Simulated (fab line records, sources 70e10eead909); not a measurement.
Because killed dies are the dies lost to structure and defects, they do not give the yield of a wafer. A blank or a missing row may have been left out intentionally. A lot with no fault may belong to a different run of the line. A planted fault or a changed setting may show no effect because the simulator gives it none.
fab line records    flow nand_harc    part 2 of 2: steps 23 to 34 of 34
record: lots: 5  wafers: 15  last_day: 33
route steps=1302 shown A_SIN_REMOVE@951 A_WL_FILL@952 A_CONTACT@983
lots that met no fault: from a run of the same line without faults
start_h: hours from the record's first day to the start of the lot's first wafer shown    wait_h: hours from the lot's prior step to this one    " same as the row above    L1.1+2: a row that stands for several wafers    - value missing, or start not given    * or withheld: withheld    < > ~ a bound
route shown NAME@n: a module of which the file shows steps, and the number in the route of the first    usual: mean and standard deviation over wafers with no fault    same: alike in all rows    chamber/n: place in a boat    sites: readings site by site    _std_site: the values' standard deviation    _edge_site: the outer-site mean with the inner-site mean subtracted    radius_mm: for every site, how far away it sits from the centre of the wafer    mask NAME#n: copy n    behind: tool/chamber where the wafer was last shaped    hold: why the lot went on hold/how many hours it stayed there/how the hold came to an end    device: whichever transistor did not switch (one of n, p or np)    end of line: tests of these same wafers at the route's end    a step with no rows: only its recipe    killed: at the first sort, the dies lost to defects and structure; wafer yield is something else    map: the dies of a wafer, with x for killed, . for not killed, _ for no die there
set.NAME: setting as actually run; set.NAME@STEP: the setting as run at that earlier step    model.NAME: the simulator's own value behind a step, which no gauge read
a table for each step, a row for each wafer; lots at some steps of the route
services: from which hour (start_h, from the record's first day; less than 0 if before it) a tool's chamber was out of use, for how many hours, and why
== steps ==
step: NHARC_A_WL_FILL_ALD_19
recipe: target_thk_a: 20  pulse_time_s: 3  ald_cycles: 100  temp_c: 450  material: TiN
usual: heater_power_w: 1066/120  precursor_pulse_height_rel: 1.000/0.021
lot.wafer  tool          chamber  start_h  wait_h  heater_power_w  precursor_pulse_height_rel  since_wet_clean_h
L077.1     ald_metal-03  3        554.36   0.1     1067            1.004                       154
L077.5     "             3        "        "       1042            1.001                       -
L077.6     "             1        "        "       1238            1.014                       -
L086.2     ald_metal-01  0        583.86   0.1     949             1.006                       48
L086.6     "             3        "        "       956             0.982                       -
L086.5     "             0        "        "       988             1.026                       -
L085.2     ald_metal-01  3        590.36   0.1     964             0.997                       54
L085.3     "             0        "        "       971             1.026                       54
L085.5     "             3        "        "       968             1.007                       -
L093.3     ald_metal-04  2        687.62   0.1     996             1.018                       26
L093.1     "             3        "        "       1274            1.024                       26
L093.2     "             0        "        "       857             1.016                       26
L096.4     ald_metal-04  3        709.92   0.1     1299            0.977                       48
L096.5     "             3        "        "       1280            0.954                       -
L096.6     "             0        "        "       844             0.959                       -
step: NHARC_A_WL_FILL_CVD_20
recipe: target_thk_a: 1000  temp_c: 400  pressure_torr: 40  wf6_flow_sccm: 40  h2_flow_sccm: 1600  ar_flow_sccm: 1560  time_s: 74  material: W
usual: heater_power_w: 809/66  throttle_valve_pct: 7.9/0.31
lot.wafer  tool      chamber  start_h  wait_h  heater_power_w  since_wet_clean_h  throttle_valve_pct
L077.1     cvd_w-02  1        -        -       853             92                 8.0
L077.5     "         0        "        "       923             -                  8.5
L077.6     "         1        "        "       853             -                  8.0
L086.2     cvd_w-01  1        -        -       742             -                  7.9
L086.5     "         1        "        "       752             -                  7.5
L086.6     "         1        "        "       760             -                  7.6
L085.2     cvd_w-01  1        -        -       768             -                  7.8
L085.3     "         1        "        "       752             -                  7.9
L085.5     "         1        "        "       741             -                  7.7
L093.2     cvd_w-02  1        -        -       859             44                 7.9
L093.1     "         0        "        "       866             44                 8.5
L093.3     "         1        "        "       867             -                  8.2
L096.4     cvd_w-01  0        -        -       756             -                  7.6
L096.5     "         0        "        "       744             -                  8.2
L096.6     "         1        "        "       748             -                  7.7
step: NHARC_A_WL_FILL_CMP_12
recipe: t_overpolish_s: 30  target_thk_nm: 100
usual: motor_current_A: 12.4/1.2  overpolish_run_s: 30.000/0.0095  time_to_endpoint_s: 21.3/2
lot.wafer  tool    chamber  start_h  wait_h  motor_current_A  overpolish_run_s  time_to_endpoint_s
L077.1     cmp-01  3        554.96   0.2     11.5             29.994            22.0
L077.5     "       1        "        "       13.5             30.000            20.5
L077.6     "       2        "        "       11.8             29.985            18.1
L086.2     cmp-03  0        584.36   0.2     13.6             29.997            22.2
L086.6     "       0        "        "       12.9             30.007            21.3
L086.5     "       1        "        "       14.4             30.015            19.7
L085.3     cmp-01  1        590.88   0.2     13.8             29.996            20.7
L085.2     "       2        "        "       11.5             29.991            20.0
L085.5     "       1        "        "       13.6             29.999            22.6
L093.1     cmp-01  2        688.01   0.1     11.7             30.009            18.9
L093.3     "       0        "        "       11.7             29.991            21.3
L093.2     "       1        "        "       13.7             30.003            18.2
L096.4     cmp-03  2        710.35   0.2     13.5             30.019            24.5
L096.6     "       0        "        "       13.4             30.005            25.4
L096.5     "       1        "        "       14.5             30.017            21.8
step: NHARC_A_WL_FILL_SRD_31
lot.wafer   tool          chamber  start_h  wait_h
L077.6+1+5  wet_bench-09  4,5,6    555.23   0.0
L086.2+5+6  wet_bench-09  4,5,7    584.69   0.0
L085.5+3+2  wet_bench-09  2,4,6    591.18   0.0
L093.1+3+2  wet_bench-02  4,5,6    688.33   0.0
L096.6+4+5  wet_bench-02  4,7,1    710.65   0.1
step: NHARC_A_WL_FILL_INSPECT_15
usual: raw_defect_count: 484/130
lot.wafer  tool               chamber  start_h  wait_h  raw_defect_count
L077.1     defect_inspect-02  -        555.37   0.0     368
L077.5     "                  -        "        "       445
L077.6     "                  -        "        "       312
L086.2     defect_inspect-01  -        584.84   0.0     374
L086.5     "                  -        "        "       876
L086.6     "                  -        "        "       574
L085.2     defect_inspect-01  -        591.32   0.0     363
L085.3     "                  -        "        "       393
L085.5     "                  -        "        "       313
L093.1     defect_inspect-01  -        688.49   0.0     897
L093.2     "                  -        "        "       506
L093.3     "                  -        "        "       410
L096.4     defect_inspect-01  -        710.79   0.0     453
L096.5     "                  -        "        "       562
L096.6     "                  -        "        "       309
step: NHARC_A_CONTACT_DEP_24
recipe: target_thk_a: 5000  temp_c: 400  pressure_torr: 6.5  rf_w: 900  teos_flow_sccm: 161.4  flow_sccm: 2650  target_thk_nm: 500  gas: O2  material: SiO2
usual: heater_power_w: 580/130  rf_fwd_power_W: 898.8/2.6  throttle_valve_pct: 15.9/0.51
lot.wafer  tool      chamber  start_h  wait_h  heater_power_w  rf_fwd_power_W  since_wet_clean_h  throttle_valve_pct
L077.1     pecvd-01  0        555.56   0.2     462             898.0           50                 15.5
L077.5     "         2        "        "       702             899.4           -                  16.3
L077.6     "         0        "        "       345             894.2           -                  15.5
L086.2     pecvd-03  0        584.97   0.1     394             901.0           25                 15.8
L086.6     "         2        "        "       712             899.7           -                  15.6
L086.5     "         0        "        "       419             899.9           -                  15.9
L085.2     pecvd-03  2        591.45   0.1     719             898.0           31                 15.6
L085.3     "         0        "        "       424             896.8           31                 16.0
L085.5     "         0        "        "       442             898.3           -                  16.1
L093.3     pecvd-03  0        688.56   0.1     471             901.2           128                16.3
L093.2     "         1        "        "       484             900.4           128                15.5
L093.1     "         2        "        "       729             900.9           128                15.7
L096.6     pecvd-02  0        711.29   0.5     871             903.5           -                  16.8
L096.5     "         1        "        "       500             896.4           -                  15.8
L096.4     "         2        "        "       529             893.6           -                  17.2
step: NHARC_A_CONTACT_DEP_28
recipe: target_thk_a: 70000  temp_c: 400  material: aC
usual: throttle_valve_pct: 35.000/0.0097
lot.wafer  tool        chamber  start_h  wait_h  throttle_valve_pct
L077.1     acl_dep-02  0        565.05   9.1     34.980
L077.5     "           0        567.91   11.9    34.999
L077.6     "           0        "        "       34.997
L086.2     acl_dep-02  0        586.22   0.8     34.997
L086.5     "           0        588.30   2.8     35.014
L086.6     "           0        "        "       34.995
L085.2     acl_dep-01  0        592.69   0.8     35.014
L085.3     "           0        "        "       34.995
L085.5     "           0        594.82   2.9     34.981
L093.1     acl_dep-03  0        689.17   0.1     34.996
L093.2     "           0        "        "       34.988
L093.3     "           0        "        "       34.987
L096.4     acl_dep-01  0        714.76   3.1     34.990
L096.5     "           0        "        "       35.009
L096.6     "           0        "        "       35.002
step: NHARC_A_CONTACT_DEP_29
recipe: target_thk_a: 1000  target_thk_nm: 100  temp_c: 400  pressure_torr: 3.5  flow_sccm: 200  rf_w: 350  material: SiON
usual: heater_power_w: 772/120  rf_fwd_power_W: 348.5/1
lot.wafer  tool      chamber  start_h  wait_h  heater_power_w  rf_fwd_power_W  since_wet_clean_h
L077.1     pecvd-01  2        569.42   3.7     911             348.6           64
L077.6     "         0        "        "       642             347.0           -
L077.5     "         1        "        "       807             348.0           -
L086.2     pecvd-01  2        589.79   2.9     868             349.0           84
L086.6     "         2        "        "       878             348.3           -
L086.5     "         0        "        "       643             347.7           -
L085.2     pecvd-03  1        596.26   2.9     709             348.5           36
L085.3     "         0        "        "       656             349.2           36
L085.5     "         2        "        "       944             348.3           -
L093.2     pecvd-03  2        693.51   2.9     934             348.3           133
L093.1     "         0        "        "       626             348.7           133
L093.3     "         1        "        "       739             349.5           133
L096.6     pecvd-01  0        716.98   0.1     716             348.4           -
L096.4     "         1        "        "       790             348.6           -
L096.5     "         2        "        "       925             348.3           -
step: NHARC_A_CONTACT_DEHYDRATE_32
recipe: temp_c: 150  time_s: 120
lot.wafer   tool            chamber  start_h  wait_h
L077.1+5+6  litho_track-04  0        569.63   0.2
L086.2+5+6  litho_track-04  0        590.06   0.2
L085.2+3+5  litho_track-06  0        596.52   0.2
L093.1+2+3  litho_track-06  0        693.78   0.2
L096.4+5+6  litho_track-01  0        717.17   0.1
step: NHARC_A_CONTACT_HMDS_33
recipe: time_s: 30
lot.wafer   tool            chamber  start_h  wait_h
L077.1+5+6  litho_track-04  0        -        -
L086.2+5+6  litho_track-04  0        -        -
L085.2+3+5  litho_track-06  0        -        -
L093.1+2+3  litho_track-06  0        -        -
L096.4+5+6  litho_track-01  0        -        -
step: NHARC_A_CONTACT_COAT_34
recipe: temp_c: 260  time_s: 75
lot.wafer   tool            chamber  start_h  wait_h
L077.1+5+6  litho_track-04  0        -        -
L086.2+5+6  litho_track-04  0        -        -
L085.2+3+5  litho_track-06  0        -        -
L093.1+2+3  litho_track-06  0        -        -
L096.4+5+6  litho_track-01  0        -        -
step: NHARC_A_CONTACT_COAT_35
recipe: temp_c: 225  time_s: 65
lot.wafer   tool            chamber  start_h  wait_h
L077.1+5+6  litho_track-04  0        -        -
L086.2+5+6  litho_track-04  0        -        -
L085.2+3+5  litho_track-06  0        -        -
L093.1+2+3  litho_track-06  0        -        -
L096.4+5+6  litho_track-01  0        -        -
== services ==
tool            chamber  start_h  hours  kind
ald_hk-02       -        526.00   10.0   pm
wet_bench-09    -        528.80   8.0    pm
litho_track-06  -        529.00   7.0    pm
wet_bench-01    -        534.39   3.6    repair
cvd_w-01        -        547.00   13.0   pm
pecvd-03        -        547.29   13.0   pm
cvd_w-02        -        552.79   1.8    repair
litho_track-04  -        553.00   7.0    pm
rie_metal-01    -        575.14   9.0    pm
cvd_w-01        0        581.55   9.1    repair
rie_diel-05     -        586.31   9.0    pm
wet_bench-02    -        596.00   8.0    pm
cvd_w-01        -        608.11   0.6    repair
pecvd-01        -        619.74   0.9    repair
wet_bench-01    -        629.60   8.0    pm
cvd_w-02        -        631.00   13.0   pm
rie_metal-02    -        631.00   9.0    pm
rie_metal-01    1        635.18   4.0    repair
cvd_w-01        1        651.62   5.7    repair
ald_metal-04    -        652.00   10.0   pm
wet_bench-01    -        693.37   3.9    repair
litho_track-06  -        704.00   7.0    pm
wet_bench-09    -        704.80   8.0    pm
rie_diel-05     2        714.76   10.4   repair
